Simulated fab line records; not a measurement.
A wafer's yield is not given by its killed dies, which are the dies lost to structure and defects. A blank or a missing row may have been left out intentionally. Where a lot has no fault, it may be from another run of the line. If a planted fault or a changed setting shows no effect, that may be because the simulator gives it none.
Matching of chambers || flow n5 finfet || 4 sister chambers for N5_HKMG_FIN_ALD_21 on ald metal-03
The step deposits TiN, target thk 1.5 nm, pulse time 1 s, purge time 3 s. 8 wafers are shown with their chamber, then 7 later ones without.

== EACH WAFER AND ITS CHAMBER ==
{"wafer": "L160.6", "chamber": 1, "heater power w (W)": 889, "susceptor temp C (C)": 400.07}
{"wafer": "L164.1", "chamber": 1, "heater power w (W)": 882, "susceptor temp C (C)": 399.70}
{"wafer": "L164.5", "chamber": 2, "heater power w (W)": 920, "susceptor temp C (C)": 400.04}
{"wafer": "L169.1", "chamber": 0, "heater power w (W)": 804, "susceptor temp C (C)": 399.91}
{"wafer": "L169.2", "chamber": 2, "heater power w (W)": 937, "susceptor temp C (C)": 400.06}
{"wafer": "L169.4", "chamber": 3, "heater power w (W)": 816, "susceptor temp C (C)": 399.74}
{"wafer": "L171.2", "chamber": 3, "heater power w (W)": 835, "susceptor temp C (C)": 399.94}
{"wafer": "L171.4", "chamber": 0, "heater power w (W)": 788, "susceptor temp C (C)": 399.75}

== WAFERS WITHOUT THEIR CHAMBER ==
{"wafer": "L171.6", "heater power w (W)": 878, "susceptor temp C (C)": 400.02}
{"wafer": "L175.2", "heater power w (W)": 912, "susceptor temp C (C)": 400.12}
{"wafer": "L175.4", "heater power w (W)": 812, "susceptor temp C (C)": 399.69}
{"wafer": "L175.6", "heater power w (W)": 930, "susceptor temp C (C)": 400.03}
{"wafer": "L177.2", "heater power w (W)": 797, "susceptor temp C (C)": 399.96}
{"wafer": "L177.4", "heater power w (W)": 898, "susceptor temp C (C)": 400.11}
{"wafer": "L177.6", "heater power w (W)": 798, "susceptor temp C (C)": 400.02}

== EACH ONE'S CHAMBER ==
{"wafer": "L171.6", "from the rows above": 1, "in truth": 1}
{"wafer": "L175.2", "from the rows above": "can't be placed: 2 or 1", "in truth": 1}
{"wafer": "L175.4", "from the rows above": "can't be placed: 3 or 0", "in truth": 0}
{"wafer": "L175.6", "from the rows above": 2, "in truth": 2}
{"wafer": "L177.2", "from the rows above": "can't be placed: 0 or 3", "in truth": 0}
{"wafer": "L177.4", "from the rows above": "can't be placed: 1 or 2", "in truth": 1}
{"wafer": "L177.6", "from the rows above": "can't be placed: 0 or 3", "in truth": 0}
Placed correctly: 2 of 7. Can't be placed from these rows: 5 (the true chamber is among the candidates in 5). Placed wrongly: 0.
How it was worked out, from the rows above alone: a wafer's distance from a chamber is the root of the sum, over the readings, of the square of ((its reading less the chamber's mean) divided by the reading's scatter). If the next closest chamber is less than 2 further off than the closest, the wafer can't be placed; otherwise it belongs to the closest. Each chamber's mean is taken over the wafers shown for it. The scatter: the root of (the sum of the squares of (reading less its chamber's mean) over the shown wafers, divided by (wafers less chambers)).
